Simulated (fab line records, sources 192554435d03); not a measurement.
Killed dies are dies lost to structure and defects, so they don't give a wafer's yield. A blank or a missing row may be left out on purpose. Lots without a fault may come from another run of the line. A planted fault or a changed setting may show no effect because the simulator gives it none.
Split-lot experiment | flow n5_finfet | 7 lots, 21 wafers read, on a route of 1938 steps

THE SPLIT
At N5_BEOL_M3_ETCH_70 (etches SOC in N2/H2, target depth 80 nm, overetch 16 nm, time 120 s), the setting source_w was moved away from the recipe's 840 W on 6 of the 21 wafers read, by -12.2% to +7.7%. The other wafers ran this setting at the recipe's value.

The reading is taken at the split's own step.

THE READING
rf_vpp_V, in V, at N5_BEOL_M3_ETCH_70 (etches SOC in N2/H2, target depth 80 nm, overetch 16 nm, time 120 s). Fault-free wafers of this fab line usually give 523.9 V, standard deviation 1.9 V.

wafer  | tool, chamber at the split | source_w as run, W | against the recipe | rf_vpp_V, V | against lot-mates on the recipe
L079.1 | rie_diel-05, 3             | 840                | recipe             | 525.8       | -
L079.2 | rie_diel-05, 0             | 840                | recipe             | 522.0       | -
L079.3 | rie_diel-05, 1             | 902.3              | +7.4%              | 509.8       | -14.1
L080.3 | rie_diel-06, 0             | 895.5              | +6.6%              | 512.0       | -16.6
L080.4 | rie_diel-06, 1             | 840                | recipe             | 528.6       | -
L080.6 | rie_diel-06, 2             | 895.5              | +6.6%              | 511.8       | -16.8
L081.1 | rie_diel-03, 1             | 737.9              | -12.2%             | 548.7       | +23.9
L081.4 | rie_diel-03, 2             | 840                | recipe             | 525.8       | -
L081.6 | rie_diel-03, 3             | 840                | recipe             | 523.8       | -
L082.2 | rie_diel-06, 2             | 840                | recipe             | 526.9       | -
L082.3 | rie_diel-06, 1             | 840                | recipe             | 529.0       | -
L082.4 | rie_diel-06, 3             | 895.6              | +6.6%              | 512.3       | -15.7
L088.3 | rie_diel-05, 2             | 840                | recipe             | 524.1       | -
L088.4 | rie_diel-05, 1             | 840                | recipe             | 522.3       | -
L088.6 | rie_diel-05, 2             | 840                | recipe             | 524.8       | -
L097.4 | rie_diel-05, 0             | 840                | recipe             | 522.6       | -
L097.5 | rie_diel-05, 0             | 904.6              | +7.7%              | 512.1       | -10.1
L097.6 | rie_diel-05, 1             | 840                | recipe             | 521.8       | -
L096.1 | rie_diel-06, 3             | 840                | recipe             | 522.9       | -
L096.5 | rie_diel-06, 2             | 840                | recipe             | 524.0       | -
L096.6 | rie_diel-06, 3             | 840                | recipe             | 522.2       | -

THE FIT
A straight line over all 21 wafers: rf_vpp_V changes by -1.9 V for each +1% of source_w; r = -0.97; the points scatter about the line by 2.1 V.
The same after taking each lot's own level away (the mean of its wafers on the recipe; 21 wafers): -2.02 V for each +1%; r = -0.98; scatter 2 V.
On that fit, the largest move of source_w shifts the reading by 25 V.
The lots' own levels span 522.20 to 528.60 V, that is 3.4 times the standard deviation above.
So the lot-to-lot level changes the slope little: the two slopes agree.
Check: with one of the wafers moved furthest among these (-12.2%) left out of the fit, the line predicts +24.9 V for it against its lot-mates. It came out at +23.9 V against them.
Tool readings at the split's step, against how far the setting was moved: rf_vpp_V r = -0.97.

OTHER SPLITS ON THESE WAFERS
These wafers also went through other splits before the reading. Each is held against what the fit with the lots' levels taken away leaves over:
other split on the same wafers | wafers away from the commonest value | r with rf_vpp_V (lot level and that fit taken away)
N5_BEOL_M3_ETCH_64 time_s      | 10                                   | +0.46

THE FILE'S OWN FIT
rf_vpp_V changes by -1.97 V for each +1% of source_w, r = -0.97.
